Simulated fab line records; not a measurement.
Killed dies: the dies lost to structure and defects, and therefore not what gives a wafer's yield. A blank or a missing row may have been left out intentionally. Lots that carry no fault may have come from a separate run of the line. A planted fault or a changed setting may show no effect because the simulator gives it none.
Split-lot experiment + flow n5Finfet + 21 wafers read across 7 lots, on a route 1938 steps long

## ABOUT THE SPLIT
At N5_PASSIVATION_ETCH_54 (etches SiO2 in CHF3/O2, target depth 880 nm, time 440 s), the setting timeS was moved away from the recipe's 440 s on 5 of the 21 wafers read, by -20.0% to +12.4%. The other wafers ran this setting at the recipe's value.

The split's own step is where the reading is taken.

## THE READING
PASSIVATION.featureDepthNm (the simulator's own value, which no gauge read), in nm, at N5_PASSIVATION_ETCH_54 (etches SiO2 in CHF3/O2, target depth 880 nm, time 440 s). The file does not state a usual value for it. Across the 16 wafers here that went through the recipe, the average is 886.6 nm and the standard deviation 21 nm.

| wafer  | tool, chamber at the split | timeS as run, s | against the recipe | PASSIVATION.featureDepthNm, nm | against lot-mates on the recipe |
|--------|----------------------------|-----------------|--------------------|--------------------------------|---------------------------------|
| L083.1 | rieDiel-01, 2              | 391.6           | -11.0%             | 793                            | -84.8                           |
| L083.3 | rieDiel-01, 0              | 440             | recipe             | 891.4                          | -                               |
| L083.4 | rieDiel-01, 1              | 440             | recipe             | 864.2                          | -                               |
| L085.2 | rieDiel-01, 3              | 440             | recipe             | 846.2                          | -                               |
| L085.3 | rieDiel-01, 2              | 352.1           | -20.0%             | 711                            | -142.4                          |
| L085.6 | rieDiel-01, 1              | 440             | recipe             | 860.6                          | -                               |
| L089.4 | rieDiel-05, 3              | 440             | recipe             | 920.4                          | -                               |
| L089.5 | rieDiel-05, 1              | 494.6           | +12.4%             | 993                            | +72.6                           |
| L089.6 | rieDiel-05, 0              | 494.6           | +12.4%             | 994                            | +73.6                           |
| L092.1 | rieDiel-05, 0              | 440             | recipe             | 887.4                          | -                               |
| L092.2 | rieDiel-05, 2              | 440             | recipe             | 898.2                          | -                               |
| L092.5 | rieDiel-05, 3              | 440             | recipe             | 913.6                          | -                               |
| L094.1 | rieDiel-01, 3              | 440             | recipe             | 849                            | -                               |
| L094.4 | rieDiel-01, 2              | 440             | recipe             | 882.6                          | -                               |
| L094.5 | rieDiel-01, 0              | 440             | recipe             | 896.8                          | -                               |
| L090.1 | rieDiel-04, 0              | 440             | recipe             | 878.6                          | -                               |
| L090.2 | rieDiel-04, 1              | 440             | recipe             | 889.8                          | -                               |
| L090.5 | rieDiel-04, 2              | 440             | recipe             | 913.6                          | -                               |
| L095.2 | rieDiel-05, 1              | 485.9           | +10.4%             | 970                            | +73.0                           |
| L095.4 | rieDiel-05, 3              | 440             | recipe             | 897.2                          | -                               |
| L095.6 | rieDiel-05, 3              | 440             | recipe             | 896.8                          | -                               |

FIT RESULTS
A straight line over all 21 wafers: PASSIVATION.featureDepthNm changes by +8.61 nm for each +1% of timeS; r = +0.95; the points scatter about the line by 20 nm.
The same after taking each lot's own level away (the mean of its wafers on the recipe; 21 wafers): +6.79 nm for each +1%; r = +0.97; scatter 13 nm.
On that fit, the largest move of timeS shifts the reading by 1.4e+02 nm.
Across the lots, their own levels run from 853.40 to 920.40 nm, a range of 3.1 times the standard deviation given above.
So the lot-to-lot level changes the slope: the two fits differ.
Check: -133 nm against its lot-mates is what the line predicts for one of the wafers moved furthest among these (-20.0%) when that wafer is left out of the fit. It came out at -142 nm against them.

## THESE WAFERS: OTHER SPLITS
Other splits were also applied to these wafers ahead of the reading. Each is held against what the fit with the lots' levels taken away leaves over:
| other split on the same wafers    | wafers away from the commonest value | r with PASSIVATION.featureDepthNm (lot level and that fit taken away) |
|-----------------------------------|--------------------------------------|-----------------------------------------------------------------------|
| N5_BEOL_M13_ILD_DEP_00 timeS      | 7                                    | +0.01                                                                 |
| N5_BEOL_M14_ILD_DEP_00 timeS      | 6                                    | -0.27                                                                 |
| N5_BEOL_M14_PEB_08 pebTempC       | 3                                    | +0.25                                                                 |
| N5_BEOL_M15_ETCH_61 timeS         | 6                                    | -0.10                                                                 |
| N5_MIM_TOP_LITHO_EXPOSE_05 doseMj | 8                                    | -0.28                                                                 |

## THE WHOLE CHAIN: every reading that the file lists as answering this split, in the file's order
| step                   | what it does                                            | reading                                                                     | change (the file's fit)              | r (the file's) |
|------------------------|---------------------------------------------------------|-----------------------------------------------------------------------------|--------------------------------------|----------------|
| N5_PASSIVATION_ETCH_54 | etches SiO2 in CHF3/O2, target depth 880 nm, time 440 s | etch.depthNm (the simulator's own value, which no gauge read)               | +6.95 nm for each +1% of the setting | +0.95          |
| N5_PASSIVATION_ETCH_54 | etches SiO2 in CHF3/O2, target depth 880 nm, time 440 s | PASSIVATION.featureDepthNm (the simulator's own value, which no gauge read) | +6.96 nm for each +1% of the setting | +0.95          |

## FILE'S OWN FIT
PASSIVATION.featureDepthNm changes by +6.96 nm for each +1% of timeS, r = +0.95.
